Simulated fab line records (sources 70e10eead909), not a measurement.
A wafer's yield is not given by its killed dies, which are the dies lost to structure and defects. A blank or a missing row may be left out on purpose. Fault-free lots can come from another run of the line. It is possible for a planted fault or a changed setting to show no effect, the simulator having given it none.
fab line records    flow nand_harc
[record] lots = 13  wafers = 39  last_day = 24
route steps=1159 shown A_CONTACT@882
lots that met no fault: taken from a fault-free run of the same line
start_h: hours from the record's opening day to when the first of the lot's shown wafers began    wait_h: time in hours since the lot's previous step    " repeats the value in the row above    L1.1+2: one row covering several wafers at once    - no value, or no start given    * or withheld: withheld    < > ~ a bound
route shown NAME@n: NAME is a module with steps in the file, n the number in the route of the first one    usual: mean/standard deviation of fault-free wafers    same: alike in all rows    chamber/n: place in a boat    sites: readings site by site    _std_site: the values' standard deviation    _edge_site: mean of outer sites minus mean of inner sites    radius_mm: for every site, how far away it sits from the centre of the wafer    mask NAME#n: copy n    behind: the tool/chamber that last shaped the wafer    hold: why the lot went on hold/how many hours it stayed there/how the hold came to an end    device: names the non-switching transistor (n, p or np)    end of line: tests of these same wafers at the route's end    a step with no rows: only its recipe    killed: count of dies lost to structure and defects at first sort (not the wafer's yield)    map: shows each die of a wafer: x if killed, . if not, _ if none is there
set.NAME: the setting as run; set.NAME@STEP: as run at that earlier step    model.NAME: the simulator's own value behind a step, which no gauge read
steps of the route over a sample of lots; a table a step, a row a wafer
services: the hour from which a tool's chamber was out of use, counted from the record's first day as start_h (under 0 if before that day), plus the number of hours and why
[[steps]]
[step NHARC_A_CONTACT_STRIP_55]
[recipe] o2_flow_sccm = 500  ar_flow_sccm = 0  bias_w = 0  chemistry = O2
[usual] drypump_motor_current_A = 5.6/0.57  oes_product_au = 1.000/0.0068  rf_vpp_V = 57.7/0.94  showerhead_plenum_p_Torr = 3.50/0.13  throttle_valve_pct = 17.037/0.0082
lot.wafer  tool         chamber  start_h  wait_h  drypump_motor_current_A  oes_product_au  rf_hours_counter_h  rf_vpp_V  showerhead_plenum_p_Torr  throttle_valve_pct
L565.3     rie_diel-01  3        -        -       5.7                      0.994           23                  58.4      3.53                      17.026
L565.1     "            0        "        "       6.2                      0.989           22                  58.4      3.61                      17.035
L565.2     "            2        "        "       6.3                      0.997           23                  58.1      3.45                      17.031
L566.2     rie_diel-13  0        -        -       5.4                      0.993           33                  57.7      3.39                      17.019
L566.3     "            2        "        "       6.3                      1.008           34                  58.3      3.43                      17.042
L566.4     "            3        "        "       5.3                      1.011           34                  58.3      3.27                      17.039
L564.3     rie_diel-05  1        -        -       6.1                      0.999           5                   57.7      3.39                      17.044
L564.1     "            3        "        "       5.0                      1.015           5                   57.4      3.49                      17.049
L564.5     "            2        "        "       4.8                      1.001           -                   57.8      3.51                      17.046
L569.1     rie_diel-05  3        -        -       5.0                      0.998           7                   56.8      3.49                      17.045
L569.2     "            0        "        "       5.8                      1.006           7                   58.2      3.44                      17.034
L569.3     "            2        "        "       4.8                      1.010           8                   57.3      3.51                      17.029
L573.4     rie_diel-05  1        -        -       6.1                      1.007           13                  56.1      3.39                      17.050
L573.3     "            2        "        "       4.8                      1.000           13                  57.8      3.51                      17.035
L573.6     "            2        "        "       4.8                      1.003           -                   57.5      3.51                      17.041
L574.1     rie_diel-05  2        -        -       4.8                      1.001           17                  58.0      3.51                      17.033
L574.5     "            1        "        "       6.1                      1.005           -                   56.9      3.38                      17.030
L574.6     "            2        "        "       4.7                      1.005           -                   57.6      3.51                      17.043
L578.4     rie_diel-01  0        -        -       6.2                      1.000           54                  58.5      3.59                      17.041
L578.2     "            3        "        "       5.7                      1.000           55                  57.8      3.51                      17.038
L578.6     "            1        "        "       5.1                      0.998           -                   57.5      3.66                      17.035
L581.1     rie_diel-01  1        -        -       5.1                      1.002           54                  58.0      3.66                      17.034
L581.6     "            1        "        "       5.1                      1.001           -                   56.0      3.66                      17.042
L581.5     "            2        "        "       6.3                      0.995           -                   57.2      3.43                      17.045
L579.2     rie_diel-13  3        -        -       5.4                      1.009           6                   56.8      3.80                      17.046
L579.4     "            0        "        "       5.4                      1.003           7                   58.6      3.37                      17.041
L579.1     "            1        "        "       6.5                      1.006           8                   58.5      3.80                      17.035
L583.3     rie_diel-13  1        -        -       6.5                      1.011           9                   59.0      3.80                      17.017
L583.2     "            2        "        "       6.3                      1.005           8                   56.0      3.41                      17.028
L583.1     "            0        "        "       5.4                      1.000           9                   55.6      3.37                      17.036
L582.4     rie_diel-13  2        -        -       6.3                      1.004           9                   58.8      3.41                      17.032
L582.2     "            3        "        "       5.3                      1.007           8                   58.2      3.80                      17.046
L582.3     "            0        "        "       5.4                      1.006           9                   57.4      3.37                      17.039
L584.2     rie_diel-05  2        -        -       4.8                      1.003           26                  58.1      3.50                      17.036
L584.1     "            3        "        "       5.0                      0.999           26                  57.0      3.48                      17.035
L584.6     "            2        "        "       4.7                      0.995           -                   57.8      3.50                      17.044
L585.1     rie_diel-13  0        -        -       5.4                      1.001           17                  59.0      3.37                      17.049
L585.3     "            1        "        "       6.5                      0.992           18                  58.5      3.80                      17.033
L585.2     "            3        "        "       5.3                      0.992           16                  58.2      3.80                      17.032
[step NHARC_A_CONTACT_DEP_57]
[recipe] target_thk_a = 28000  temp_c = 400  material = aC
[usual] throttle_valve_pct = 35.000/0.0096
lot.wafer  tool        chamber  start_h  wait_h  throttle_valve_pct
L565.1     acl_dep-01  0        379.42   -       35.006
L565.2     "           0        "        "       35.012
L565.3     "           0        "        "       35.013
L566.2     acl_dep-01  0        381.45   -       34.991
L566.3     "           0        "        "       34.993
L566.4     "           0        "        "       34.990
L564.1     acl_dep-01  0        385.13   -       35.005
L564.3     "           0        "        "       34.993
L564.5     "           0        "        "       34.997
L569.1     acl_dep-03  0        394.77   -       35.001
L569.2     "           0        "        "       34.982
L569.3     "           0        "        "       35.008
L573.3     acl_dep-01  0        434.56   -       34.989
L573.4     "           0        "        "       35.014
L573.6     "           0        "        "       34.991
L574.1     acl_dep-01  0        463.64   -       34.995
L574.5     "           0        464.79   -       35.012
L574.6     "           0        "        "       34.995
L578.2     acl_dep-03  0        467.73   -       35.003
L578.4     "           0        "        "       35.014
L578.6     "           0        "        "       34.984
L581.1     acl_dep-03  0        474.17   -       35.007
L581.5     "           0        475.31   -       34.998
L581.6     "           0        "        "       35.005
L579.1     acl_dep-02  0        482.09   -       35.006
L579.2     "           0        "        "       35.003
L579.4     "           0        "        "       35.006
L583.1     acl_dep-03  0        492.03   -       35.002
L583.2     "           0        "        "       35.015
L583.3     "           0        "        "       35.016
L582.2     acl_dep-02  0        493.33   -       35.002
L582.3     "           0        "        "       35.006
L582.4     "           0        "        "       34.993
L584.1     acl_dep-03  0        499.36   -       34.998
L584.2     "           0        "        "       35.003
L584.6     "           0        500.80   -       35.000
L585.1     acl_dep-01  0        506.64   -       35.000
L585.2     "           0        "        "       34.997
L585.3     "           0        "        "       35.008
[step NHARC_A_CONTACT_ETCH_75]
[recipe] target_depth_a = 390  over_etch_frac = 0.3  time_s = 65  ion_energy_ev = 80  cf4_flow_sccm = 150  ar_flow_sccm = 0  rf_w = 300  bias_w = 100  chemistry = CF4
[usual] drypump_motor_current_A = 5.7/0.57  oes_product_au = 1.001/0.0075  rf_vpp_V = 150.9/1.3  showerhead_plenum_p_Torr = 1.74/0.071  throttle_valve_pct = 13.283/0.0088
lot.wafer  tool         chamber  start_h  wait_h  drypump_motor_current_A  oes_product_au  rf_hours_counter_h  rf_vpp_V  showerhead_plenum_p_Torr  throttle_valve_pct
L565.3     rie_diel-13  1        382.17   0.1     6.4                      1.013           33                  149.2     1.64                      13.275
L565.1     "            3        "        "       5.3                      1.007           34                  149.0     1.64                      13.292
L565.2     "            0        "        "       5.4                      0.998           33                  150.3     1.70                      13.299
L566.2     rie_diel-13  2        383.78   0.1     6.3                      0.991           35                  150.9     1.72                      13.273
L566.3     "            3        "        "       5.3                      1.002           34                  148.4     1.64                      13.270
L566.4     "            1        "        "       6.4                      1.004           34                  147.8     1.64                      13.279
L564.3     rie_diel-13  0        387.88   0.1     5.4                      1.006           35                  151.0     1.70                      13.285
L564.1     "            2        "        "       6.3                      1.005           36                  150.0     1.72                      13.294
L564.5     "            0        "        "       5.4                      0.997           -                   151.2     1.70                      13.283
L569.2     rie_diel-05  1        397.50   0.1     6.1                      1.001           8                   150.4     1.70                      13.290
L569.3     "            2        "        "       4.7                      1.018           8                   151.4     1.76                      13.280
L569.1     "            3        "        "       5.0                      1.000           7                   151.7     1.75                      13.299
L573.4     rie_diel-01  2        436.80   0.1     6.3                      1.001           43                  151.9     1.72                      13.279
L573.3     "            0        "        "       6.2                      0.998           41                  153.0     1.80                      13.286
L573.6     "            1        "        "       5.1                      0.997           -                   152.7     1.84                      13.280
L574.1     rie_diel-13  3        466.45   0.1     5.3                      1.004           2                   153.9     1.91                      13.283
L574.5     "            0        "        "       5.4                      0.855           -                   151.9     1.69                      13.276
L574.6     "            1        "        "       6.4                      1.010           -                   153.8     1.91                      13.284
L578.2     rie_diel-05  2        470.32   0.2     4.7                      1.006           19                  152.0     1.76                      13.294
L578.6     "            2        "        "       4.8                      1.002           -                   149.7     1.76                      13.280
L578.4     "            3        "        "       5.0                      1.005           -                   150.6     1.75                      13.267
L581.1     rie_diel-01  0        477.03   0.1     6.2                      0.987           57                  151.1     1.80                      13.278
L581.5     "            2        "        "       6.3                      1.003           -                   151.1     1.72                      13.292
L581.6     "            3        "        "       5.7                      0.999           -                   151.4     1.76                      13.293
L579.1     rie_diel-05  3        484.67   0.1     5.0                      1.007           21                  150.3     1.75                      13.274
L579.2     "            0        "        "       5.8                      0.992           19                  150.8     1.72                      13.281
L579.4     "            2        "        "       4.7                      1.007           22                  152.1     1.76                      13.268
L583.1     rie_diel-05  0        494.86   0.1     5.8                      0.993           21                  150.7     1.72                      13.283
L583.2     "            1        "        "       6.1                      0.999           25                  152.2     1.69                      13.285
L583.3     "            2        "        "       4.7                      0.995           24                  151.3     1.76                      13.287
L582.3     rie_diel-05  2        495.89   0.1     4.7                      1.009           25                  150.3     1.76                      13.278
L582.2     "            3        "        "       5.0                      1.004           24                  153.0     1.75                      13.282
L582.4     "            0        "        "       5.8                      0.986           22                  150.3     1.72                      13.281
L584.2     rie_diel-01  1        502.01   0.1     5.1                      0.998           0                   152.5     1.83                      13.285
L584.1     "            2        "        "       6.3                      0.997           0                   151.2     1.72                      13.276
L584.6     "            1        "        "       5.1                      0.997           -                   152.1     1.83                      13.274
L585.2     rie_diel-05  3        509.66   0.1     5.0                      0.995           27                  150.6     1.74                      13.295
L585.1     "            0        "        "       5.8                      0.987           26                  150.4     1.72                      13.270
L585.3     "            1        "        "       6.1                      1.002           29                  149.3     1.69                      13.277
[step NHARC_A_CONTACT_ETCH_127]
[recipe] source_w = withheld  pressure_mtorr = 20  bias_v = 1200  time_s = 155  target_depth_a = 9560  ar_flow_sccm = withheld  c4f8_flow_sccm = withheld  o2_flow_sccm = withheld  chemistry = C4F8/O2/Ar
lot.wafer  tool             chamber  start_h  wait_h  rf_hours_counter_h
L565.2     har_cap_etch-01  0        383.70   0.1     58
L565.1     "                1        "        "       58
L565.3     "                0        "        "       -
L566.2     har_cap_etch-03  1        385.33   0.1     83
L566.3     "                0        "        "       -
L566.4     "                1        "        "       -
L564.1     har_cap_etch-02  0        390.92   0.2     14
L564.3     "                1        "        "       -
L564.5     "                1        "        "       -
L569.2     har_cap_etch-02  0        399.03   0.1     17
L569.1     "                1        "        "       17
L569.3     "                0        "        "       -
L573.3     har_cap_etch-01  1        438.37   0.1     -
L573.4     "                0        "        "       -
L573.6     "                1        "        "       -
L574.1     har_cap_etch-03  0        468.22   0.1     95
L574.5     "                1        "        "       -
L574.6     "                0        "        "       -
L578.2     har_cap_etch-01  0        471.91   0.1     72
L578.4     "                1        "        "       -
L578.6     "                0        "        "       -
L581.1     har_cap_etch-03  1        478.57   0.1     99
L581.5     "                0        "        "       -
L581.6     "                1        "        "       -
L579.1     har_cap_etch-03  0        486.21   0.1     101
L579.2     "                1        "        "       101
L579.4     "                1        "        "       -
L583.1     har_cap_etch-01  0        496.46   0.1     78
L583.2     "                1        "        "       78
L583.3     "                1        "        "       -
L582.2     har_cap_etch-03  0        497.91   0.1     104
L582.4     "                1        "        "       -
L582.3     "                0        "        "       -
L584.1     har_cap_etch-01  1        504.92   0.1     80
L584.2     "                0        "        "       80
L584.6     "                0        "        "       -
L585.2     har_cap_etch-01  0        511.17   0.1     81
L585.1     "                1        "        "       81
L585.3     "                1        "        "       -
[[services]]
tool             chamber  start_h  hours  kind
rie_diel-05      -        354.82   0.4    repair
har_cap_etch-02  -        360.28   0.4    repair
rie_diel-05      0        366.96   4.6    repair
rie_diel-05      0        374.12   -      clean
rie_diel-05      1        374.12   -      clean
rie_diel-05      2        374.12   -      clean
rie_diel-05      3        374.12   -      clean
rie_diel-05      0        398.83   -      clean
rie_diel-05      1        398.83   -      clean
rie_diel-05      2        398.83   -      clean
rie_diel-05      3        398.83   -      clean
acl_dep-03       -        408.43   13.0   pm
rie_diel-05      0        423.36   -      clean
rie_diel-05      1        423.36   -      clean
rie_diel-05      2        423.36   -      clean
rie_diel-05      3        423.36   -      clean
rie_diel-05      0        447.86   -      clean
rie_diel-05      1        447.86   -      clean
rie_diel-05      2        447.86   -      clean
rie_diel-13      -        453.21   9.0    pm
rie_diel-05      -        458.16   1.0    repair
acl_dep-01       -        475.66   13.0   pm
rie_diel-01      -        491.90   9.0    pm
rie_diel-05      3        501.35   4.8    repair
[[key]]
[first_sign] step = NHARC_A_CONTACT_ETCH_75  reading = oes_product_au  direction = down  sigmas = 20  usual = 1.001  struck = 0.855
effect none on later readings
met_at NHARC_A_CONTACT_ETCH_75
struck_lots L574
struck_wafers L574.5
sort_left_out L574.5
tester_left_out L574
not_acting_at NHARC_A_CONTACT_STRIP_55,NHARC_A_CONTACT_DEP_57,NHARC_A_CONTACT_ETCH_127
onset_between 387.88 466.45
[fault] kind = process_parameter_drift  tool = rie_diel-13  chamber = 0  onset_h = 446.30  steps = NHARC_A_CONTACT_ETCH_75  channel = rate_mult  offset = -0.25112  shape = step  end_h = 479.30
// tester_left_out: of these lots the tester's yield and bins aren't shown, on N5 and GAA mostly nor the transistor test; their killed dies are dies lost to structure and defects alone, not to doping, threshold or leakage, so they don't give the yield
// sort_left_out: the simulated sort isn't trusted on such a fault, so these wafers' sort isn't shown, and their yield isn't known
